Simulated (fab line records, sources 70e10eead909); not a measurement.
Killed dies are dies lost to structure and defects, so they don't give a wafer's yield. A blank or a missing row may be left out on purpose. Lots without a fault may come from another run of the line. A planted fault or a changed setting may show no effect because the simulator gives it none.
Chamber matching | flow nand_harc | NHARC_A_CHANNEL_FILL_D2_ETCHBACK_20 on rie_diel-02: 4 sister chambers
The step etches the open film in C4F8/O2/Ar, target depth 27 nm, time 13.5 s. 4 wafers are shown with their chamber, then 8 later ones without.

WAFERS WITH THEIR CHAMBER
wafer  | chamber | rf_vpp_V (V)
L932.3 | 3       | 979
L935.1 | 2       | 983
L935.6 | 0       | 984
L937.1 | 1       | 973

WAFERS WITHOUT THEIR CHAMBER
wafer  | rf_vpp_V (V)
L937.2 | 982
L937.5 | 983
L942.1 | 973
L942.4 | 983
L942.5 | 979
L944.1 | 982
L944.5 | 976
L944.6 | 982

WHICH CHAMBER EACH WENT THROUGH
wafer  | from the rows above          | in truth
L937.2 | can't be placed: 2 or 0 or 3 | 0
L937.5 | can't be placed: 2 or 0      | 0
L942.1 | 1                            | 1
L942.4 | can't be placed: 2 or 0      | 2
L942.5 | 3                            | 3
L944.1 | can't be placed: 2 or 0 or 3 | 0
L944.5 | can't be placed: 1 or 3      | 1
L944.6 | can't be placed: 2 or 0 or 3 | 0
Placed correctly: 2 of 8. Can't be placed from these rows: 6 (the true chamber is among the candidates in 6). Placed wrongly: 0.
How it was worked out, from the rows above alone: a wafer's distance from a chamber is the root of the sum, over the readings, of the square of ((its reading less the chamber's mean) divided by the reading's scatter). The wafer belongs to the nearest chamber; if the next one is less than 2 further off, it can't be placed. A chamber's mean is the mean of its shown wafers. The scatter: with one shown wafer a chamber, the root of the mean of the squares of how far each hidden wafer lies from its nearest shown one.
